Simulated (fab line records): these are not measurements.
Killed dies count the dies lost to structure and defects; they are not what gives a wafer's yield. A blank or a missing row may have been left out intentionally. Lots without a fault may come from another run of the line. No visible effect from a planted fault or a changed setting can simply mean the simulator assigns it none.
Struck lot and sound lot, side by side + flow n5Finfet + 14 steps out of a route of 1938
Sound: wafers L976.3, L976.5, L976.6. Wafers struck: L985.3, L985.4, L985.6. Last of all comes the cause.
For every step that has rows: the tool of each side, followed by ch and its chambers, followed by its first start. Under that, the readings that differ: sound wafers + struck wafers + difference of the means + sigmas: that difference in standard deviations of wafers without a fault.
alike: readings with means less than 2 such deviations apart, plus words and numbers identical on both sides. not compared: withheld readings, readings lacking a value on some wafer, bounds such as >300 that could conceal the same value, and numbers that have no deviation in the record and whose values overlap.
A row with sigmas, a row that says differs or no value, or rows on one side alone: a step with any of these is where the two part. Non-overlapping numbers with no deviation appear without sigmas and do not part them. A reading that every wafer of one side lacks parts them only if that side has two wafers or more.

N5_BEOL_M6_ILD_DEP_00: deposits SiCOH lowk from DEMS/porogen, target thk 179.75 nm, time 33.4 s.
  sound on pecvd-04 ch 0,1,2, day 9 05:07; struck on pecvd-04 ch 1,2, day 12 01:21
  alike: heaterPowerW, showerheadPlenumPTorr, throttleValvePct
N5_BEOL_M6_CURE_74: cures SiCOH lowk, time 240 s.
  sound on uvCure-02 ch 0, day 9 05:20; struck on uvCure-01 ch 2, day 12 01:34
  alike: lampPowerPct, wafer_temp_C_max
N5_BEOL_M6_THK_MEAS_01:
  sound: filmMetro-02 at day 9 05:42; struck: filmMetro-02 at day 12 01:55
  alike: M6_ILD_THK
N5_BEOL_M6_PECVD_70: deposits SiO2 from TEOS/O2, target thk 20 nm, time 22.7 s.
  sound on pecvd-04 ch 0,2, day 9 05:44; struck on pecvd-04 ch 0,1,2, day 12 01:58
  alike: heaterPowerW, showerheadPlenumPTorr, throttleValvePct
N5_BEOL_M6_HM_DEP_02: deposits TiN, target thk 20 nm.
  sound: pvdSputter-02 at day 9 06:05; struck: pvdSputter-03 at day 12 05:46
  alike: throttleValvePct
then, 7 steps without rows for these wafers: N5_BEOL_M6_COAT_59 (time 60 s, resist thk 100 nm); N5_BEOL_M6_COAT_60 (time 60 s, resist thk 35 nm); N5_BEOL_M6_COAT_05 (resist thk 90 nm); N5_BEOL_M6_EBR_07; N5_BEOL_M6_SOFTBAKE_06 (time 60 s); N5_BEOL_M6_EXPOSE_08 (exposes mask M6); N5_BEOL_M6_PEB_09 (peb time 60 s).
N5_BEOL_M6_DEVELOP_10: develop time 30 s.
  sound on lithoTrack-02 ch 0, day 9 06:31; struck on lithoTrack-02, day 12 06:05
  no value came back on the struck wafers for chillPlateTempC (C), developTimeS (s), exhaustPa (Pa); on the sound wafers chillPlateTempC (C) reads 22.91 23.05 22.98
| reading                                     | sound          | struck         | difference | sigmas |
|---------------------------------------------|----------------|----------------|------------|--------|
| model.CAR-ArF_of_BEOL_M6_COAT_05.thkNm (nm) | 88.6 88.8 88.8 | 90.4 90.2 90.2 | +1.5       |        |
N5_BEOL_M6_CD_MEAS_11: target cd 38.5 nm.
  sound on cdSem-01 ch 0, day 9 06:35; struck on cdSem-01 ch 0, day 12 06:09
| reading   | sound          | struck | difference                    | sigmas |
|-----------|----------------|--------|-------------------------------|--------|
| cdNm (nm) | 38.7 38.9 39.8 | - - -  | no value on the struck wafers |        |

WHERE THEY PART
Last at N5_BEOL_M6_CD_MEAS_11 as far as this record goes, first at N5_BEOL_M6_DEVELOP_10.

WHY: what the simulator had put in
Step skipped in full: lithoTrack-02, at N5_BEOL_M6_DEVELOP_10, from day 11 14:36 onward. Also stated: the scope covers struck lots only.
